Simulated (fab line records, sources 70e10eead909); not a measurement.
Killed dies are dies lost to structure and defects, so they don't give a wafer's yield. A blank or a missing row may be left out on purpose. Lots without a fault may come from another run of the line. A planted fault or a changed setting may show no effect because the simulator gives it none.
A struck lot beside a sound one | flow nand_harc | 15 steps out of a route of 1159
Sound: wafers L308.1, L308.2, L308.6. Struck: wafers L309.1, L309.3, L309.6. The cause comes at the end.
At each step with rows: each side's tool, then ch and its chambers, then its first start. Under that, the readings that differ: sound wafers | struck wafers | difference of the means | sigmas: that difference in standard deviations of wafers without a fault.
alike: readings whose means differ by less than 2 such deviations, and words and numbers that are the same on both sides. not compared: withheld readings, readings that some wafer has no value for, bounds like >300 that may hide the same value, and numbers for which the record gives no deviation and whose values overlap.
The two part at a step that has a row with sigmas, a row that says differs or no value, or rows on one side only. Numbers that don't overlap but have no deviation are shown without sigmas and don't part them. A reading that every wafer of one side lacks parts them only if that side has two wafers or more.

first, 9 steps without rows for these wafers: NHARC_P_ZERO_WELL_STRIP_41 (strips in SPM, time 840 s); NHARC_P_ZERO_WELL_DEHYDRATE_44 (time 120 s); NHARC_P_ZERO_WELL_HMDS_45 (time 30 s); NHARC_P_ZERO_WELL_COAT_46; NHARC_P_ZERO_WELL_SOFTBAKE_47 (time 95 s); NHARC_P_ZERO_WELL_EBR_48; NHARC_P_ZERO_WELL_EXPOSE_49 (exposes mask P HVPW, target cd 2000 nm); NHARC_P_ZERO_WELL_PEB_50 (peb time 85 s); NHARC_P_ZERO_WELL_DEVELOP_51 (time 70 s).
NHARC_P_ZERO_WELL_CD_MEAS_52: target cd 2000 nm.
  sound on cd_sem-01 ch 0, day 4 17:45; struck on cd_sem-03 ch 0, day 4 23:50
  alike: cd_nm
then, 1 step without rows for these wafers: NHARC_P_ZERO_WELL_HARDBAKE_53 (time 80 s).
NHARC_P_ZERO_WELL_DESCUM_54: chemistry O2, time 3 s.
  sound on rie_diel-03 ch 1,2, day 4 17:55; struck on rie_diel-10 ch 0,1, day 5 00:01
  alike: drypump_motor_current_A, mfc_ar_sccm, oes_product_au, rf_vpp_V, showerhead_plenum_p_Torr, throttle_valve_pct
  not compared: rf_hours_counter_h
NHARC_P_ZERO_WELL_IMPLANT_55:
  sound on implanter-01 ch 0, day 4 18:11; struck on implanter-01, day 5 00:08
  no value came back on the struck wafers for beam_energy_keV, beam_on_s (s), faraday_current_uA; on the sound wafers beam_energy_keV reads 180.08 180.00 180.04
then, 1 step without rows for these wafers: NHARC_P_ZERO_WELL_IMPLANT_61.
-- the record jumps here: 17 days lie between the struck wafers' starts before and after (it left off in module P_ZERO_WELL and takes up again in module END, whose first step shown is number 1159 of the route) --
NHARC_END_SORT_01:
  sound on prober-01 ch 0, day 22 11:11; struck on prober-02 ch 0, day 22 03:28
  reading             | sound    | struck                                                               | difference                   | sigmas
  hold                | - - -    | await_dispo/3.3h/scrap await_dispo/3.3h/scrap await_dispo/3.3h/scrap | no value on the sound wafers |
  killed_at_periphery | 2 6 5    | 658 642 637                                                          | +641                         | +99 or more
  killed_dies         | 29 34 40 | 677 677 677                                                          | +643                         | +66
  alike: killed_at_array, killed_at_other, killed_open, killed_short

WHERE THEY PART
First at NHARC_P_ZERO_WELL_IMPLANT_55; last, within this record, at NHARC_END_SORT_01.

WHY: what the simulator had put in
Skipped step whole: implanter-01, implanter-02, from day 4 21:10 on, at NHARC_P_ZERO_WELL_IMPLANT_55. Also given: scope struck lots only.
